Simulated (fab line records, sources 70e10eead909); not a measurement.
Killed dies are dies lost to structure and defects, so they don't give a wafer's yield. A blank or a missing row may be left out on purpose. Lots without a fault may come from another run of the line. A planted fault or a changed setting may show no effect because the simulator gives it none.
Chamber matching | flow nand_harc | NHARC_P_CONTACT_DESCUM_17 on rie_diel-09: 4 sister chambers
The step chemistry O2, time 3 s. 14 wafers are shown with their chamber, then 7 later ones without.

WAFERS WITH THEIR CHAMBER
wafer  | chamber | drypump_motor_current_A (A) | oes_product_au (a.u.) | throttle_valve_pct (%)
L584.1 | 0       | 5.8                         | 0.982                 | 11.321
L584.2 | 3       | 6.2                         | 1.000                 | 11.329
L584.5 | 2       | 5.8                         | 1.004                 | 11.306
L587.4 | 1       | 6.2                         | 0.987                 | 11.314
L587.5 | 2       | 5.8                         | 1.004                 | 11.318
L587.6 | 0       | 5.8                         | 0.990                 | 11.321
L589.3 | 2       | 5.8                         | 0.996                 | 11.308
L589.4 | 3       | 6.2                         | 0.989                 | 11.320
L589.6 | 2       | 5.8                         | 0.997                 | 11.303
L594.1 | 2       | 5.7                         | 0.991                 | 11.316
L594.3 | 3       | 6.2                         | 1.004                 | 11.306
L594.6 | 3       | 6.2                         | 1.003                 | 11.323
L596.2 | 2       | 5.8                         | 0.991                 | 11.311
L596.3 | 3       | 6.1                         | 1.000                 | 11.315

SIGNATURES (means of the wafers above)
reading                 | chamber 0 | chamber 1 | chamber 2 | chamber 3 | scatter within a chamber
drypump_motor_current_A | 5.800     | 6.200     | 5.783     | 6.180     | 0.0404
oes_product_au          | 0.98600   | 0.98700   | 0.99717   | 0.99920   | 0.00588
throttle_valve_pct      | 11.32100  | 11.31400  | 11.31033  | 11.31860  | 0.00686
Rule: a wafer's distance from a chamber is the root of the sum, over the readings, of the square of ((its reading less the chamber's mean) divided by the reading's scatter). The wafer belongs to the nearest chamber; if the next one is less than 2 further off, it can't be placed. The scatter: the root of (the sum of the squares of (reading less its chamber's mean) over the shown wafers, divided by (wafers less chambers)).

WAFERS WITHOUT THEIR CHAMBER
wafer  | drypump_motor_current_A (A) | oes_product_au (a.u.) | throttle_valve_pct (%)
L596.4 | 5.7                         | 0.989                 | 11.311
L602.3 | 5.8                         | 1.009                 | 11.299
L602.4 | 5.8                         | 0.991                 | 11.324
L602.5 | 6.2                         | 0.995                 | 11.312
L606.3 | 5.8                         | 1.003                 | 11.302
L606.4 | 6.2                         | 1.010                 | 11.302
L606.5 | 5.7                         | 0.994                 | 11.305

WHICH CHAMBER EACH WENT THROUGH
wafer  | from the rows above     | in truth
L596.4 | can't be placed: 2 or 0 | 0
L602.3 | 2                       | 2
L602.4 | can't be placed: 0 or 2 | 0
L602.5 | can't be placed: 3 or 1 | 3
L606.3 | 2                       | 2
L606.4 | can't be placed: 3 or 1 | 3
L606.5 | can't be placed: 2 or 0 | 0
Placed correctly: 2 of 7. Can't be placed from these rows: 5 (the true chamber is among the candidates in 5). Placed wrongly: 0.
